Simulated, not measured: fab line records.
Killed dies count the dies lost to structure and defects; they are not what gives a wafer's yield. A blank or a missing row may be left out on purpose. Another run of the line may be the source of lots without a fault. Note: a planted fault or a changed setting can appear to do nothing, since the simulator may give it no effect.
Struck lot and sound lot, side by side -- flow nand-harc -- 40 out of 1159 route steps
Sound: the wafers L731.1, L731.4, L731.6. Struck: wafer L743.5. At the end, the cause is stated.
At each step with rows: each side's tool, then ch and its chambers, then its first start. Under that, the readings that differ: sound wafers -- struck wafers -- difference of the means -- sigmas: that difference in standard deviations of wafers without a fault.
alike: words and numbers the same on both sides, and readings whose means are apart by under 2 such deviations; not compared: readings that were withheld, readings missing a value for some wafer, numbers with overlapping values and no deviation given by the record, and bounds like >300 which may hide the same value.
The two part at a step that has a row with sigmas, a row that says differs or no value, or rows on one side only. Numbers that have no deviation but don't overlap get no sigmas and don't part them. A reading missing from all wafers of one side parts the sides only when that side holds two or more wafers.

first, 5 steps without rows for these wafers: NHARC_A_STAIRCASE_TRIM_189 (chemistry O2, time 211.2 s); NHARC_A_STAIRCASE_ETCH_190 (etches the open film in C4F8/O2, target depth 100 nm, time 40.5 s); NHARC_A_STAIRCASE_TRIM_191 (chemistry O2, time 211.2 s); NHARC_A_STAIRCASE_ETCH_192 (etches the open film in C4F8/O2, target depth 100 nm, time 40.5 s); NHARC_A_STAIRCASE_TRIM_193 (chemistry O2, time 211.2 s).
NHARC_A_STAIRCASE_ETCH_194: etches the open film in C4F8/O2, target depth 100 nm, time 40.5 s.
  sound: rie-diel-03 ch 0,2; struck: rie-diel-06 ch 2
reading,sound,struck,difference,sigmas
oes-product-au (a.u.),0.922 0.922 0.922,0.959,+0.037,+3
  alike: rf-fwd-power-W, rf-vpp-V
  not compared: rf-hours-counter-h
NHARC_A_STAIRCASE_TRIM_196: chemistry O2, time 211.2 s.
  sound on rie-diel-03 ch 0,3, day 11 13:59; struck on rie-diel-03 ch 3, day 14 02:46
  alike: drypump-motor-current-A, oes-product-au, rf-vpp-V, showerhead-plenum-p-Torr, throttle-valve-pct
  not compared: rf-hours-counter-h
then, 4 steps without rows for these wafers: NHARC_A_STAIRCASE_ETCH_197 (etches the open film in C4F8/O2, target depth 100 nm, time 40.5 s); NHARC_A_STAIRCASE_TRIM_198 (chemistry O2, time 211.2 s); NHARC_A_STAIRCASE_ETCH_199 (etches the open film in C4F8/O2, target depth 100 nm, time 40.5 s); NHARC_A_STAIRCASE_TRIM_200 (chemistry O2, time 211.2 s).
NHARC_A_STAIRCASE_ETCH_201: etches the open film in C4F8/O2, target depth 100 nm, time 40.5 s.
  sound on rie-diel-03 ch 0,3, day 11 14:39; struck on rie-diel-03 ch 0, day 14 03:29
  alike: oes-product-au, rf-fwd-power-W, rf-vpp-V
  not compared: rf-hours-counter-h
then, 2 steps without rows for these wafers: NHARC_A_STAIRCASE_TRIM_202 (chemistry O2, time 211.2 s); NHARC_A_STAIRCASE_ETCH_203 (etches the open film in C4F8/O2, target depth 100 nm, time 40.5 s).
NHARC_A_STAIRCASE_STRIP_205: strips in O2.
  sound on plasma-asher-01 ch 0,1, day 11 15:11; struck on plasma-asher-02 ch 0, day 14 04:08
reading,sound,struck,difference,sigmas
heater-power-w (W),328 332 323,407,+79,+3
  alike: drypump-motor-current-A
  not compared: rf-hours-counter-h
then, 16 steps without rows for these wafers: NHARC_A_STAIRCASE_STRIP_206 (strips in SPM, time 900 s); NHARC_A_STAIRCASE_PRECLEAN_207 (cleans in SC1); NHARC_A_STAIRCASE_SRD_208; NHARC_A_STAIRCASE_DEHYDRATE_209 (time 120 s); NHARC_A_STAIRCASE_HMDS_210 (time 30 s); NHARC_A_STAIRCASE_COAT_211; NHARC_A_STAIRCASE_SOFTBAKE_212 (time 170 s); NHARC_A_STAIRCASE_EBR_213; NHARC_A_STAIRCASE_EXPOSE_214 (exposes mask STAIR 3); NHARC_A_STAIRCASE_PEB_215 (peb time 130 s); NHARC_A_STAIRCASE_DEVELOP_216 (time 140 s); NHARC_A_STAIRCASE_HARDBAKE_218 (time 140 s); NHARC_A_STAIRCASE_DESCUM_219 (chemistry O2, time 3 s); NHARC_A_STAIRCASE_TRIM_220 (chemistry O2, time 211.2 s); NHARC_A_STAIRCASE_ETCH_221 (etches the open film in C4F8/O2, target depth 100 nm, time 40.5 s); NHARC_A_STAIRCASE_TRIM_222 (chemistry O2, time 211.2 s).
NHARC_A_STAIRCASE_ETCH_223: etches the open film in C4F8/O2, target depth 100 nm, time 40.5 s.
  sound: rie-diel-06 ch 0,2,3; struck: rie-diel-06 ch 3
  alike: oes-product-au, rf-fwd-power-W, rf-vpp-V
  not compared: rf-hours-counter-h
then, 1 step without rows for these wafers: NHARC_A_STAIRCASE_TRIM_224 (chemistry O2, time 211.2 s).
NHARC_A_STAIRCASE_ETCH_225: etches the open film in C4F8/O2, target depth 100 nm, time 40.5 s.
  sound: rie-diel-06 ch 1,2,3; struck: rie-diel-06 ch 1
  alike: oes-product-au, rf-fwd-power-W, rf-vpp-V
  not compared: rf-hours-counter-h
then, 4 steps without rows for these wafers: NHARC_A_STAIRCASE_TRIM_226 (chemistry O2, time 211.2 s); NHARC_A_STAIRCASE_ETCH_227 (etches the open film in C4F8/O2, target depth 100 nm, time 40.5 s); NHARC_A_STAIRCASE_TRIM_229 (chemistry O2, time 211.2 s); NHARC_A_STAIRCASE_ETCH_230 (etches the open film in C4F8/O2, target depth 100 nm, time 40.5 s).
-- record jumps: 3 days separate the struck wafers' starts on either side; left off in module A_STAIRCASE, taken up again in module A_SGD_CUT, whose first shown step is the route's number 747 --
NHARC_A_SGD_CUT_DEP_00: deposits SiNx, target thk 50 nm.
  sound on pecvd-04 ch 0,1, day 14 04:58; struck on pecvd-01 ch 0, day 17 03:14
reading,sound,struck,difference,sigmas
hold,- - -,await-dispo/6.9h/release,no value on the sound wafers,
rf-fwd-power-W (W),446.5 444.5 448.0,450.0,+3.7,+3
  alike: heater-power-w, susceptor-temp-C
-- jump in the record: it breaks off in module A_SGD_CUT and resumes in module END (first step shown: number 1159 of the route), and 6 days separate the struck wafers' starts before and after --
NHARC_END_SORT_01:
  the record has rows for the struck wafers here (prober-01 ch 0, day 22 22:44) and none for the sound ones

== WHERE THEY PART ==
Last at NHARC_END_SORT_01 as far as this record goes, first at NHARC_A_STAIRCASE_ETCH_194.

WHY: whatever the simulator had introduced
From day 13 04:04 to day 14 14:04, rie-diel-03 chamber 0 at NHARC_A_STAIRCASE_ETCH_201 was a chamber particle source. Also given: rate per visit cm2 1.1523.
